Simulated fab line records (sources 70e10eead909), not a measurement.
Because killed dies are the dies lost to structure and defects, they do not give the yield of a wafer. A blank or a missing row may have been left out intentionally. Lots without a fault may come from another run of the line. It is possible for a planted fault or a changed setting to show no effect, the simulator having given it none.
A struck lot beside a sound one + flow nand_harc + 13 out of 1159 route steps
Sound: wafers L409.1, L409.5, L409.6. Wafers struck: L422.1, L422.2, L422.6. The cause is named last.
At each step with rows: each side's tool, then ch and its chambers, then its first start. Under that, the readings that differ: sound wafers + struck wafers + difference of the means + sigmas: that difference in standard deviations of wafers without a fault.
alike: same words and numbers on both sides, and readings whose means sit less than 2 such deviations apart. not compared: any withheld reading, any reading some wafer has no value for, any bound like >300 that may hide the same value, and any number with overlapping values for which the record gives no deviation.
The two part at a step that has a row with sigmas, a row that says differs or no value, or rows on one side only. Numbers that have no deviation but don't overlap get no sigmas and don't part them. A reading that every wafer of one side lacks parts them only if that side has two wafers or more.

NHARC_A_ZERO_WELL_INSPECT_17:
  sound on defect_inspect-01 at day 7 11:58; struck on defect_inspect-01 at day 10 09:38
  alike: raw_defect_count
then, 3 steps without rows for these wafers: NHARC_A_SOURCE_PLATE_PRECLEAN_00 (cleans in HF-LAST, time 60 s); NHARC_A_SOURCE_PLATE_SRD_01; NHARC_A_SOURCE_PLATE_OXIDE_02 (material SiO2, target thk 10 nm, ox time 1362 s).
NHARC_A_SOURCE_PLATE_THK_MEAS_09: measures by ellipsometry.
  sound on film_metro-01 at day 7 20:20; struck on film_metro-02 at day 10 17:32
  alike: thk_nm
then, 3 steps without rows for these wafers: NHARC_A_SOURCE_PLATE_PVD_04 (deposits WSi2, target thk 50 nm); NHARC_A_SOURCE_PLATE_CVD_03 (deposits poly-Si, target thk 200 nm, time 4000 s); NHARC_A_SOURCE_PLATE_ANNEAL_05 (time 1800 s).
NHARC_A_SOURCE_PLATE_THK_MEAS_06: measures by ellipsometry.
  sound on film_metro-02 at day 8 09:12; struck on film_metro-02 at day 11 06:35
  alike: thk_nm
NHARC_A_SOURCE_PLATE_INSPECT_08:
  sound on defect_inspect-02 at day 8 09:17; struck on defect_inspect-01 at day 11 06:40
  alike: raw_defect_count
NHARC_A_ONON_D1_DEP_00: target thk 1000 nm.
  sound on pecvd_onon-04 ch 0, day 8 09:22; struck on pecvd_onon-02 ch 0, day 11 06:44
  alike: n2_flow_sccm
NHARC_A_ONON_D1_THK_MEAS_02: measures by ellipsometry.
  sound on film_metro-02 at day 8 09:52; struck on film_metro-02 at day 11 07:27
| reading     | sound       | struck         | difference | sigmas |
|-------------|-------------|----------------|------------|--------|
| thk_nm (nm) | 992 994 992 | 1060 1061 1060 | +68        | +7     |
  not compared: hold
-- jump in the record: it breaks off in module A_ONON_D1 and resumes in module END (first step shown: number 1159 of the route), and 12 days separate the struck wafers' starts before and after --
NHARC_END_SORT_01:
  sound on prober-02 ch 0, day 20 09:06; struck on prober-01 ch 0, day 23 15:41
| reading     | sound    | struck   | difference | sigmas |
|-------------|----------|----------|------------|--------|
| killed_dies | 38 18 22 | 36 51 52 | +20        | +2     |
  alike: killed_at_array, killed_at_other, killed_at_periphery, killed_open, killed_short

## WHERE THEY PART
First at NHARC_A_ONON_D1_THK_MEAS_02; last, within this record, at NHARC_END_SORT_01.

WHY: what the simulator had put in
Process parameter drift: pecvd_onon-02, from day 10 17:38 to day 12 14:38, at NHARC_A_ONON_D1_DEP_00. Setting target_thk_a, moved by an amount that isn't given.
